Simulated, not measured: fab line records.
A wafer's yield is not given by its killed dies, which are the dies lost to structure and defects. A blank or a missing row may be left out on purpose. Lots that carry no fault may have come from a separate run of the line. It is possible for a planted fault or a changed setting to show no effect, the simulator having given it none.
Chamber matching -- flow nand_harc -- NHARC_A_WL_FILL_ALD_02 on ald_metal-04: 4 sister chambers
The step deposits TiN, target thk 2 nm, pulse time 3 s, ald cycles 100. 4 wafers are shown with their chamber, then 8 later ones without.

## WAFERS PAIRED WITH THEIR CHAMBERS
wafer,chamber,heater_power_w (W)
L083.5,2,1137
L090.3,3,1096
L090.5,1,1142
L092.2,0,840

## WAFERS WITHOUT THEIR CHAMBER
wafer,heater_power_w (W)
L092.3,1169
L092.4,1163
L092.1,1079
L092.5,1171
L092.6,830
L096.1,834
L096.2,1170
L096.3,1174

## WHICH CHAMBER EACH ONE RAN IN
wafer,from the rows above,in truth
L092.3,can't be placed: 1 or 2 or 3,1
L092.4,can't be placed: 1 or 2 or 3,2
L092.1,can't be placed: 3 or 2 or 1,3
L092.5,can't be placed: 1 or 2 or 3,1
L092.6,0,0
L096.1,0,0
L096.2,can't be placed: 1 or 2 or 3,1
L096.3,can't be placed: 1 or 2 or 3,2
2 of 8 placed correctly. Unplaceable from these rows: 6, with the true chamber sitting among the candidates in 6. Wrongly placed: 0.
How it was worked out, from the rows above alone: a wafer's distance from a chamber is the root of the sum, over the readings, of the square of ((its reading less the chamber's mean) divided by the reading's scatter). If the next closest chamber is less than 2 further off than the closest, the wafer can't be placed; otherwise it belongs to the closest. A chamber's mean is the mean of its shown wafers. The scatter: with one shown wafer a chamber, the root of the mean of the squares of how far each hidden wafer lies from its nearest shown one.
